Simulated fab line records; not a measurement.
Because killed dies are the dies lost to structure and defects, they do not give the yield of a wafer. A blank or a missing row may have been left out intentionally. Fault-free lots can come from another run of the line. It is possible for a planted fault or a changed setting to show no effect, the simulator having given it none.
fab line records	flow n5_finfet
[record] lots = 6	wafers = 18	last_day = 17
route steps=1938 shown SDB@357 BEOL_M4@1111
lots that met no fault: from a run of the same line without faults
start_h: the number of hours between the record's first day and the start of the first shown wafer of the lot	wait_h: how many hours have passed since the lot's step before this one	" the same as in the row above	L1.1+2: one row covering several wafers at once	- no value present, or no start provided	* or withheld: withheld	< > ~ a bound
route shown NAME@n: names a module that has steps shown in the file, with the first one's number in the route	usual: mean and standard deviation over wafers with no fault	same: alike in all rows	chamber/n: place in a boat	sites: readings site by site	_std_site: the values' standard deviation	_edge_site: mean of outer sites minus mean of inner sites	radius_mm: how far each site lies from the wafer's centre	mask NAME#n: copy n	behind: tool/chamber where the wafer was last shaped	hold: why the lot was held/for how many hours/how that ended	device: which transistor (n, p or np) failed to switch	end of line: the same wafers' tests at the end of the route	for a step that has no rows: nothing shown but its recipe	killed: dies that structure and defects cost at the first sort, which is not the same as the wafer's yield	map: a wafer's dies, x killed, . not, _ none there
set.NAME: the setting the step ran with; set.NAME@STEP: the setting that earlier step ran with	model.NAME: the simulator's own value behind a step, which no gauge read
lots seen at some steps along the route; tables by step, rows by wafer
services: when a tool's chamber went out of use (start_h, in hours from the record's first day, below 0 if earlier), for how many hours, and the reason
[[steps]]
[step N5_SDB_OVL_MEAS_12]
[recipe] points_per_wafer = 44
[usual] SDB_OVL = -0.1/0.65
[same] points_per_wafer = 44
lot.wafer	tool	chamber	start_h	wait_h	SDB_OVL[nm]
L289.2	overlay-01	0	79.42	0.0	-0.6
L289.4	"	0	"	"	-0.9
L289.6	"	0	"	"	-0.6
L295.1	overlay-01	0	115.63	0.0	-1.3
L295.3	"	0	"	"	-0.1
L295.6	"	0	"	"	-0.9
L298.1	overlay-02	0	135.21	0.0	0.2
L298.3	"	0	"	"	0.4
L298.4	"	0	"	"	0.0
L301.4	overlay-02	0	150.54	0.0	0.4
L301.5	"	0	"	"	-0.5
L301.6	"	0	"	"	-0.2
L307.2	overlay-01	0	187.29	0.0	0.2
L307.3	"	0	"	"	0.1
L307.4	"	0	"	"	0.3
L308.1	overlay-01	0	194.15	0.0	0.1
L308.2	"	0	"	"	-0.2
L308.4	"	0	"	"	0.3
[step N5_SDB_INSPECT_13]
[recipe] mode = adi	inspect_instrument = brightfield
[usual] raw_defect_count = 75/39
lot.wafer	tool	chamber	start_h	wait_h	raw_defect_count
L289.2	defect_inspect-01	-	79.45	0.0	73
L289.4	"	-	"	"	117
L289.6	"	-	"	"	95
L295.1	defect_inspect-02	-	115.65	0.0	75
L295.3	"	-	"	"	128
L295.6	"	-	"	"	134
L298.1	defect_inspect-02	-	135.24	0.0	56
L298.3	"	-	"	"	71
L298.4	"	-	"	"	52
L301.4	defect_inspect-01	-	150.57	0.0	99
L301.5	"	-	"	"	91
L301.6	"	-	"	"	141
L307.2	defect_inspect-01	-	187.31	0.0	30
L307.3	"	-	"	"	42
L307.4	"	-	"	"	42
L308.1	defect_inspect-01	-	194.18	0.0	71
L308.2	"	-	"	"	87
L308.4	"	-	"	"	78
[step N5_SDB_DESCUM_16]
[recipe] chemistry = O2	time_s = 7.9	source_power_w = 50	bias_power_w = 20	pressure_mtorr = 20	rf_frequency_hz = 2.712e+07	temp_c = 40	resist = CAR-ArF	o2_flow_sccm = 225
[usual] drypump_motor_current_A = 5.8/0.41	oes_product_au = 0.82/0.075	rf_fwd_power_W = 49.36/0.26	rf_vpp_V = 243.3/1.3	showerhead_plenum_p_Torr = 2.10/0.062	throttle_valve_pct = 20.47/0.28
lot.wafer	tool	chamber	start_h	wait_h	drypump_motor_current_A	oes_product_au	rf_fwd_power_W	rf_hours_counter_h	rf_vpp_V	showerhead_plenum_p_Torr	throttle_valve_pct
L289.2	rie_diel-03	2	79.68	0.2	5.7	0.85	49.48	70	244.5	2.22	20.54
L289.4	"	2	"	"	5.7	0.84	49.32	-	245.1	2.22	20.55
L289.6	"	0	"	"	6.0	0.74	49.40	-	244.4	2.18	20.74
L295.1	rie_diel-06	0	115.76	0.1	5.8	0.78	49.01	116	241.8	2.11	20.51
L295.3	"	2	"	"	6.8	0.78	49.27	154	242.5	2.09	20.83
L295.6	"	2	"	"	6.8	0.76	49.29	-	244.3	2.09	20.82
L298.1	rie_diel-06	0	135.27	0.0	5.8	0.77	48.87	124	243.9	2.11	20.54
L298.3	"	1	"	"	5.8	0.83	49.35	68	243.3	2.03	20.65
L298.4	"	3	"	"	5.4	0.85	49.29	70	243.7	2.12	20.24
L301.4	rie_diel-03	3	150.60	0.0	5.1	0.71	49.27	211	241.1	1.98	20.59
L301.5	"	1	"	"	5.8	0.91	49.41	-	244.3	2.23	20.10
L301.6	"	0	"	"	6.0	0.72	49.73	-	243.9	2.17	20.75
L307.2	rie_diel-06	3	187.37	0.1	5.4	0.85	49.14	88	244.9	2.12	20.26
L307.3	"	2	"	"	6.8	0.75	48.98	179	242.1	2.08	20.86
L307.4	"	0	"	"	5.8	0.77	48.82	141	242.9	2.10	20.55
L308.1	rie_diel-06	3	194.33	0.2	5.4	0.82	49.28	91	242.6	2.11	20.26
L308.2	"	2	"	"	6.8	0.74	49.16	182	243.3	2.08	20.87
L308.4	"	0	"	"	5.7	0.75	48.98	143	244.0	2.10	20.53
[step N5_SDB_ETCH_17]
[recipe] chemistry = CF4	target = SiARC	target_depth_a = 234	mask_material = CAR-ArF	time_s = 39	ion_energy_ev = 80	pressure_mtorr = 40	source_w = 545	bias_w = 36	Ar_flow_sccm = 100	cf4_flow_sccm = 100	ends = cleared
[step N5_SDB_ETCH_18]
[recipe] chemistry = N2/H2	target = SOC	target_depth_a = 1000	overetch_a = 200	mask_material = SiARC	temp_c = 40	time_s = 150	ion_energy_ev = 200	pressure_mtorr = 30	source_w = 840	bias_w = 150	n2_flow_sccm = 200	h2_flow_sccm = 200
[usual] drypump_motor_current_A = 5.8/0.41	h2_flow_sccm = 199.9/0.62	oes_product_au = 0.73/0.064	rf_fwd_power_W = 836.7/2.8	rf_vpp_V = 524.3/2	showerhead_plenum_p_Torr = 2.56/0.071	throttle_valve_pct = 17.9/0.3
lot.wafer	tool	chamber	start_h	wait_h	drypump_motor_current_A	h2_flow_sccm	oes_product_au	rf_fwd_power_W	rf_hours_counter_h	rf_vpp_V	showerhead_plenum_p_Torr	throttle_valve_pct
L289.2	rie_diel-03	2	79.75	0.0	5.7	200.1	0.75	838.7	70	527.8	2.68	17.8
L289.4	"	2	"	"	5.7	199.7	0.76	837.4	-	527.9	2.68	17.8
L289.6	"	0	"	"	6.0	199.3	0.67	840.7	-	526.4	2.63	18.1
L295.1	rie_diel-06	0	115.83	0.0	5.8	200.7	0.69	828.1	116	524.3	2.56	17.8
L295.3	"	2	"	"	6.8	199.2	0.69	834.0	154	524.8	2.53	18.1
L295.6	"	2	"	"	6.8	199.5	0.68	836.8	-	524.9	2.53	18.1
L298.1	rie_diel-06	0	135.34	0.0	5.7	200.8	0.70	835.9	124	522.8	2.56	17.8
L298.3	"	1	"	"	5.8	200.9	0.75	837.7	68	521.8	2.47	18.1
L298.4	"	3	"	"	5.4	200.1	0.76	833.4	70	525.2	2.58	17.6
L301.4	rie_diel-03	3	150.67	0.0	5.1	199.8	0.64	834.6	211	520.1	2.41	18.0
L301.5	"	1	"	"	5.8	198.9	0.81	836.3	-	528.0	2.70	17.4
L301.6	"	0	"	"	6.0	200.3	0.64	838.0	-	526.2	2.62	18.2
L307.2	rie_diel-06	3	187.44	0.0	5.4	200.0	0.74	837.5	88	525.5	2.57	17.7
L307.3	"	2	"	"	6.8	199.4	0.67	838.9	179	522.3	2.52	18.1
L307.4	"	0	"	"	5.8	199.5	0.68	831.9	141	524.4	2.55	17.9
L308.1	rie_diel-06	3	194.40	0.0	5.4	199.9	0.74	838.1	91	523.4	2.57	17.7
L308.2	"	2	"	"	6.8	199.3	0.67	832.6	182	523.5	2.52	18.1
L308.4	"	0	"	"	5.7	199.5	0.68	834.8	143	523.8	2.55	17.9
[step N5_SDB_STRIP_19]
[recipe] chemistry = N2/H2	temp_c = 40	n2_flow_sccm = 200	h2_flow_sccm = 200	rf_frequency_hz = 6e+07
[step N5_SDB_STRIP_21]
[recipe] chemistry = CF4	resist = SiARC	power_w = 300	bias_power_w = 75	pressure_mtorr = 50	cf4_flow_sccm = 150	rf_frequency_hz = 6e+07
[usual] drypump_motor_current_A = 5.8/0.41	oes_product_au = 0.80/0.071	rf_fwd_power_W = 292.6/0.88	rf_vpp_V = 271.2/1.3	showerhead_plenum_p_Torr = 1.81/0.047	throttle_valve_pct = 13.60/0.27
lot.wafer	tool	chamber	start_h	wait_h	drypump_motor_current_A	oes_product_au	rf_fwd_power_W	rf_hours_counter_h	rf_vpp_V	showerhead_plenum_p_Torr	throttle_valve_pct
L289.2	rie_diel-03	2	79.89	0.0	5.7	0.84	292.8	71	272.7	1.88	13.61
L289.4	"	2	"	"	5.6	0.82	291.6	-	272.5	1.88	13.61
L289.6	"	0	"	"	6.0	0.74	292.4	-	272.3	1.86	13.87
L295.1	rie_diel-06	0	115.97	0.0	5.7	0.77	293.3	116	271.6	1.81	13.63
L295.3	"	2	"	"	6.8	0.75	292.5	154	271.6	1.80	13.98
L295.6	"	2	"	"	6.8	0.76	291.9	-	271.9	1.80	14.00
L298.1	rie_diel-06	0	135.48	0.0	5.7	0.77	291.7	124	270.9	1.81	13.64
L298.3	"	1	"	"	5.8	0.83	292.2	69	270.3	1.75	13.72
L298.4	"	3	"	"	5.4	0.84	292.5	70	270.0	1.81	13.35
L301.4	rie_diel-03	3	150.81	0.0	5.1	0.71	291.8	211	270.0	1.71	13.76
L301.5	"	1	"	"	5.8	0.91	292.8	-	273.8	1.90	13.22
L301.6	"	0	"	"	6.0	0.72	292.5	-	272.5	1.85	13.94
L307.2	rie_diel-06	3	187.58	0.0	5.4	0.82	293.4	88	272.8	1.81	13.38
L307.3	"	2	"	"	6.8	0.73	292.7	179	270.0	1.79	14.06
L307.4	"	0	"	"	5.8	0.76	292.9	141	271.5	1.80	13.66
L308.1	rie_diel-06	3	194.54	0.0	5.4	0.83	293.2	91	272.3	1.81	13.39
L308.2	"	2	"	"	6.9	0.74	293.8	182	272.5	1.79	14.07
L308.4	"	0	"	"	5.7	0.75	293.5	143	271.3	1.80	13.68
[step N5_SDB_HM_OPEN_20]
[recipe] chemistry = CH3F/O2	target = SiNx	mask_material = SOC	target_depth_a = 240	stop_on = poly-Si	over_etch_frac = 0.4	ion_energy_ev = 120	pressure_mtorr = 30	source_w = 395	bias_w = 73	Ar_flow_sccm = 150	CH3F_flow_sccm = 30	O2_flow_sccm = 20
[usual] drypump_motor_current_A = 5.8/0.41	oes_ar_750_au = 0.81/0.072	oes_o_777_au = 0.82/0.069	oes_product_au = 0.67/0.06	rf_fwd_power_W = 392.0/1.6	rf_vpp_V = 298.3/2	showerhead_plenum_p_Torr = 2.01/0.054	throttle_valve_pct = 16.37/0.28
lot.wafer	tool	chamber	start_h	wait_h	drypump_motor_current_A	oes_ar_750_au	oes_o_777_au	oes_product_au	rf_fwd_power_W	rf_hours_counter_h	rf_vpp_V	showerhead_plenum_p_Torr	throttle_valve_pct
L289.2	rie_diel-03	2	79.91	0.0	5.6	0.84	0.85	0.69	391.0	71	300.2	2.11	16.39
L289.4	"	2	"	"	5.6	0.84	0.84	0.70	391.4	-	300.2	2.11	16.39
L289.6	"	0	"	"	6.0	0.74	0.75	0.61	393.3	-	299.0	2.07	16.60
L295.1	rie_diel-06	0	115.99	0.0	5.7	0.78	0.78	0.63	389.4	116	297.2	2.01	16.36
L295.3	"	2	"	"	6.8	0.77	0.76	0.63	391.6	154	299.2	2.01	16.79
L295.6	"	2	"	"	6.8	0.77	0.76	0.63	391.2	-	300.2	2.01	16.79
L298.1	rie_diel-06	0	135.50	0.0	5.7	0.78	0.78	0.65	388.6	124	296.4	2.01	16.38
L298.3	"	1	"	"	5.8	0.84	0.85	0.69	390.2	69	294.8	1.94	16.54
L298.4	"	3	"	"	5.4	0.86	0.86	0.73	392.1	70	298.5	2.03	16.13
L301.4	rie_diel-03	3	150.83	0.0	5.1	0.72	0.71	0.59	393.4	211	293.2	1.90	16.55
L301.5	"	1	"	"	5.8	0.90	0.91	0.74	393.1	-	297.8	2.13	15.98
L301.6	"	0	"	"	6.0	0.73	0.73	0.59	393.6	-	297.9	2.07	16.64
L307.2	rie_diel-06	3	187.60	0.0	5.4	0.85	0.84	0.69	391.7	88	300.5	2.02	16.17
L307.3	"	2	"	"	6.8	0.75	0.75	0.60	390.5	179	299.8	2.00	16.83
L307.4	"	0	"	"	5.8	0.76	0.77	0.63	388.4	141	295.6	2.00	16.41
L308.1	rie_diel-06	3	194.56	0.0	5.4	0.84	0.84	0.68	393.6	91	299.5	2.02	16.17
L308.2	"	2	"	"	6.8	0.75	0.74	0.62	390.5	182	298.5	2.00	16.84
L308.4	"	0	"	"	5.8	0.76	0.77	0.65	389.3	143	295.5	2.00	16.43
[step N5_SDB_STRIP_22]
[recipe] chemistry = N2/H2	power_w = 1000	temp_c = 250	h2_frac = 0.65	overash_fraction = 0.3	pressure_mtorr = withheld	n2_flow_sccm = 1750	h2_flow_sccm = 3250
[step N5_SDB_PRECLEAN_23]
[recipe] chemistry = dHF	time_s = 30	temp_c = 25	dilution = withheld
[step N5_SDB_DUMMY_REMOVE_24]
[recipe] chemistry = TMAH	temp_c = 70	target = poly-Si	stop_on = SiO2	target_depth_nm = 142	conc_wt_pct = 5	time_s = 57	dry = ipa_marangoni	rinse_time_s = 30	rinse_temp_c = 23
[step N5_SDB_ETCH_25]
[recipe] chemistry = C4F6/O2	target = SiO2	target_depth_a = 100	time_s = 3.3	ion_energy_ev = 250	mask_material = SiNx	pressure_mtorr = 30	source_w = 345	bias_w = 185	Ar_flow_sccm = 300	C4F6_flow_sccm = 10	O2_flow_sccm = 10
[usual] drypump_motor_current_A = 5.7/0.4	oes_ar_750_au = 0.80/0.078	oes_o_777_au = 0.80/0.076	oes_product_au = 0.80/0.082	rf_fwd_power_W = 342.6/1.3	rf_vpp_V = 668/4.5	showerhead_plenum_p_Torr = 2.88/0.09	throttle_valve_pct = 21.23/0.28
lot.wafer	tool	chamber	start_h	wait_h	drypump_motor_current_A	oes_ar_750_au	oes_o_777_au	oes_product_au	rf_fwd_power_W	rf_hours_counter_h	rf_vpp_V	showerhead_plenum_p_Torr	throttle_valve_pct
L289.2	rie_diel-01	2	80.22	0.0	5.9	0.76	0.77	0.76	344.4	148	674	2.96	21.29
L289.4	"	3	"	"	6.1	0.68	0.67	0.68	342.4	-	666	2.80	20.99
L289.6	"	2	"	"	5.9	0.76	0.76	0.75	344.1	-	676	2.96	21.33
L295.1	rie_diel-06	0	116.30	0.0	5.8	0.78	0.79	0.77	340.5	116	665	2.86	21.23
L295.3	"	3	"	"	5.4	0.87	0.86	0.87	343.7	64	672	2.89	21.01
L295.6	"	2	"	"	6.8	0.77	0.76	0.76	340.6	-	671	2.86	21.64
L298.1	rie_diel-03	2	136.37	0.6	5.7	0.81	0.82	0.82	343.6	91	670	2.99	21.29
L298.3	"	0	"	"	6.0	0.73	0.74	0.71	342.7	207	670	2.94	21.46
L298.4	"	1	"	"	5.8	0.92	0.92	0.92	341.2	19	662	3.03	20.86
L301.4	rie_diel-06	2	151.39	0.3	6.8	0.76	0.75	0.75	343.1	167	671	2.85	21.67
L301.5	"	3	"	"	5.4	0.85	0.85	0.85	343.3	-	670	2.89	21.03
L301.6	"	2	"	"	6.8	0.76	0.75	0.74	341.9	-	672	2.85	21.67
L307.2	rie_diel-01	2	187.95	0.1	5.9	0.72	0.72	0.73	341.9	191	674	2.94	21.38
L307.3	"	3	"	"	6.1	0.91	0.90	0.93	343.9	8	666	2.79	20.68
L307.4	"	1	"	"	5.5	0.81	0.82	0.82	343.3	111	664	2.87	20.82
L308.1	rie_diel-06	2	194.97	0.1	6.8	0.74	0.74	0.75	342.3	182	671	2.84	21.69
L308.2	"	1	"	"	5.8	0.83	0.84	0.81	341.8	86	659	2.76	21.46
L308.4	"	0	"	"	5.8	0.76	0.76	0.76	341.0	143	663	2.85	21.23
[step N5_SDB_CUT_ETCH_26]
[recipe] chemistry = HBr/Cl2/O2	target = Si	target_depth_a = 1296	bt_time_s = 20	mask_material = SiNx	time_s = 51.8	ion_energy_ev = *	bias_w = *	pressure_mtorr = 10	icp_w = 800	HBr_flow_sccm = 150	Cl2_flow_sccm = 80	O2_flow_sccm = 12
[usual] drypump_motor_current_A = 5.9/0.42	oes_o_777_au = 0.99/0.034	oes_product_au = 0.991/0.013	rf_fwd_power_W = *	throttle_valve_pct = 37.24/0.21
lot.wafer	tool	chamber	start_h	wait_h	drypump_motor_current_A	oes_o_777_au	oes_product_au	rf_fwd_power_W	rf_hours_counter_h	throttle_valve_pct	model.etch.depth_nm	model.SDB.feature_depth_nm	model.SiNx_of_SDB_HM_DEP_00.thk_nm
L289.2	rie_si-02	0	80.31	0.1	5.1	0.97	0.996	*	110	37.28	126.7	126.6	22
L289.4	"	2	"	"	5.7	0.96	0.978	*	39	37.43	128.8	128.8	22.8
L289.6	"	2	"	"	5.7	0.96	0.983	*	-	37.42	128.2	128.2	22.2
L295.1	rie_si-01	0	116.39	0.1	6.1	1.01	1.015	*	25	37.41	129.9	129.8	21.4
L295.3	"	1	"	"	6.0	1.03	1.006	*	7	37.40	131	131	22
L295.6	"	2	"	"	5.9	1.02	0.986	*	-	36.90	129.6	129.6	22.4
L298.1	rie_si-02	3	136.46	0.1	5.8	1.02	0.996	*	31	37.30	129.6	129.6	22.6
L298.3	"	0	"	"	5.1	1.57	1.002	*	111	37.28	141.6	141.6	21.8
L298.4	"	0	"	"	5.1	1.57	1.001	*	-	37.28	140.8	140.8	23.2
L301.4	rie_si-02	2	151.48	0.1	5.6	0.98	0.975	*	40	37.42	129.5	129.4	22
L301.5	"	0	"	"	5.1	1.56	0.993	*	-	37.29	141.2	141.2	21.6
L301.6	"	3	"	"	5.8	1.03	0.983	*	-	37.30	128.2	128.2	22.2
L307.2	rie_si-01	3	188.03	0.1	6.7	1.02	0.984	*	9	36.86	128.6	128.6	22.4
L307.3	"	2	"	"	5.9	1.03	0.982	*	164	36.92	129.6	129.6	21.8
L307.4	"	0	"	"	6.1	1.01	1.003	*	26	37.41	128.5	128.6	22.6
L308.1	rie_si-01	1	195.06	0.1	6.0	1.02	1.009	*	9	37.39	130.8	130.8	22
L308.2	"	2	"	"	5.9	1.02	1.003	*	164	36.93	128.5	128.4	23.2
L308.4	"	0	"	"	6.1	1.01	1.012	*	27	37.40	128.8	128.8	23.4
[step N5_SDB_PRECLEAN_38]
[recipe] chemistry = dHF	time_s = 10	dilution = 750:1	temp_c = 25
lot.wafer	tool	chamber	start_h	wait_h	model.SiNx_of_SDB_HM_DEP_00.thk_nm
L289.2	wet_bench-01	3	80.42	0.1	22
L289.4	"	4	"	"	22.8
L289.6	"	0	"	"	22.2
L295.1	wet_bench-03	1	116.50	0.1	21.4
L295.3	"	0	"	"	21.8
L295.6	"	5	"	"	22.4
L298.1	wet_bench-06	4	136.58	0.1	22.4
L298.3	"	1	"	"	21.6
L298.4	"	3	"	"	23.2
L301.4	wet_bench-01	6	151.59	0.1	22
L301.5	"	5	"	"	21.4
L301.6	"	3	"	"	22.2
L307.2	wet_bench-01	0	188.15	0.1	22.4
L307.3	"	1	"	"	21.8
L307.4	"	6	"	"	22.6
L308.1	wet_bench-01	2	195.18	0.1	21.8
L308.2	"	4	"	"	23
L308.4	"	1	"	"	23.4
[step N5_SDB_PRECLEAN_39]
[recipe] chemistry = O3/DIW	time_s = 45	temp_c = 22	o3_ppm = 10
[step N5_BEOL_M4_RC_MEAS_101]
[usual] DIBL_N = 36.3/1.2	DIBL_P = 36.3/1.4	IOFF_N = 0.157/0.02	IOFF_P = 0.22/0.033	ION_N = 675/9.6	ION_P = 465/8.2	SS_N = 71.4/0.45	SS_P = 73.3/0.54	VT_N = 249.8/2.5	VT_P = -249/3.2
lot.wafer	tool	chamber	start_h	wait_h	DIBL_N[mV/V]	DIBL_P[mV/V]	IOFF_N[nA/um]	IOFF_P[nA/um]	ION_N[uA/um]	ION_P[uA/um]	SS_N[mV/dec]	SS_P[mV/dec]	VT_N[mV]	VT_P[mV]
L289.2	prober-01	0	188.04	0.2	36.7	37.2	0.161	0.19	675	454	70.6	72.9	250.2	-252
L289.4	"	0	"	"	35.9	35.8	0.147	0.18	681	458	71.0	72.7	248.5	-250
L289.6	"	0	"	"	36.0	36.6	0.156	0.19	677	460	71.7	73.4	249.3	-250
L295.1	prober-01	0	247.92	0.0	37.6	35.5	0.165	0.23	679	464	71.4	73.5	250.5	-247
L295.3	"	0	"	"	38.6	37.0	0.182	0.26	688	477	71.7	73.7	249.2	-246
L295.6	"	0	"	"	38.0	35.8	0.156	0.22	674	467	71.6	73.5	251.0	-249
L298.1	prober-01	0	263.67	0.0	35.4	35.6	0.138	0.16	668	455	70.9	73.2	249.9	-254
L298.3	"	0	"	"	36.7	36.5	0.160	0.18	675	452	71.3	73.6	252.1	-256
L298.4	"	0	"	"	36.8	37.3	0.164	0.19	667	452	72.4	72.5	248.0	-254
L301.4	prober-02	0	277.36	0.5	36.2	35.8	0.149	0.20	669	457	71.3	73.6	248.4	-252
L301.5	"	0	"	"	36.7	36.7	0.155	0.22	672	464	72.1	73.6	248.1	-250
L301.6	"	0	"	"	36.6	36.1	0.151	0.20	673	455	71.9	74.2	249.9	-253
L307.2	prober-02	0	309.13	0.2	37.2	37.4	0.182	0.25	679	463	71.3	73.4	245.6	-245
L307.3	"	0	"	"	35.6	35.7	0.150	0.21	669	466	70.6	73.3	248.5	-246
L307.4	"	0	"	"	37.5	37.6	0.181	0.25	678	466	71.4	73.6	247.2	-247
L308.1	prober-02	0	315.03	0.0	35.3	34.1	0.138	0.21	673	469	70.9	74.0	251.2	-247
L308.2	"	0	"	"	36.9	36.3	0.167	0.25	680	475	71.6	73.2	248.0	-246
L308.4	"	0	"	"	37.5	36.9	0.182	0.25	687	470	71.6	74.2	248.5	-246
[[services]]
tool	chamber	start_h	hours	kind
rie_diel-03	3	57.16	4.1	repair
rie_si-01	1	62.65	3.2	repair
rie_diel-03	-	65.58	0.2	repair
rie_diel-01	0	70.33	-	clean
rie_diel-01	0	70.33	-	consumable_replace:focus_ring
rie_diel-01	0	70.33	22.1	scheduled_down
rie_diel-01	0	70.33	22.1	vent_cycle
rie_diel-03	1	71.21	-	clean
rie_diel-03	1	71.21	-	consumable_replace:focus_ring
rie_diel-03	1	71.21	-	consumable_replace:showerhead
rie_diel-03	1	71.21	12.9	scheduled_down
rie_diel-03	1	71.21	12.9	vent_cycle
rie_diel-01	3	105.15	7.8	repair
rie_si-02	2	134.57	9.6	repair
wet_bench-01	-	135.36	0.6	repair
rie_diel-01	3	137.44	-	clean
rie_diel-01	3	137.44	-	consumable_replace:focus_ring
rie_diel-01	3	137.44	23.2	scheduled_down
rie_diel-01	3	137.44	23.2	vent_cycle
rie_diel-06	-	174.50	0.2	repair
rie_si-02	1	186.54	1.9	repair
rie_diel-03	1	191.39	1.3	repair
[[key]]
[first_sign] step = N5_SDB_CUT_ETCH_26	reading = rf_fwd_power_W	direction = up	sigmas = 70	usual = *	struck = *
[effect] step = N5_SDB_CUT_ETCH_26	reading = oes_o_777_au	direction = up	sigmas = 17	usual = 0.99	struck = 1.57
[model_effect] step = N5_SDB_CUT_ETCH_26	value = etch.depth_nm	without = 127.6	struck = 141.2
[model_effect] step = N5_SDB_PRECLEAN_38	value = SiNx_of_SDB_HM_DEP_00.thk_nm	without = 23.07	struck = 22.07
met_at N5_SDB_CUT_ETCH_26
struck_wafers L298.3,L298.4,L301.5
onset_between 80.31 136.46
[fault] kind = process_parameter_drift	tool = rie_si-02	chamber = 0	onset_h = 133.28	steps = N5_SDB_CUT_ETCH_26	channel = icp_w	offset = 192	shape = step	end_h = 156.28	acts_in = these_recipes_only	stated = 800
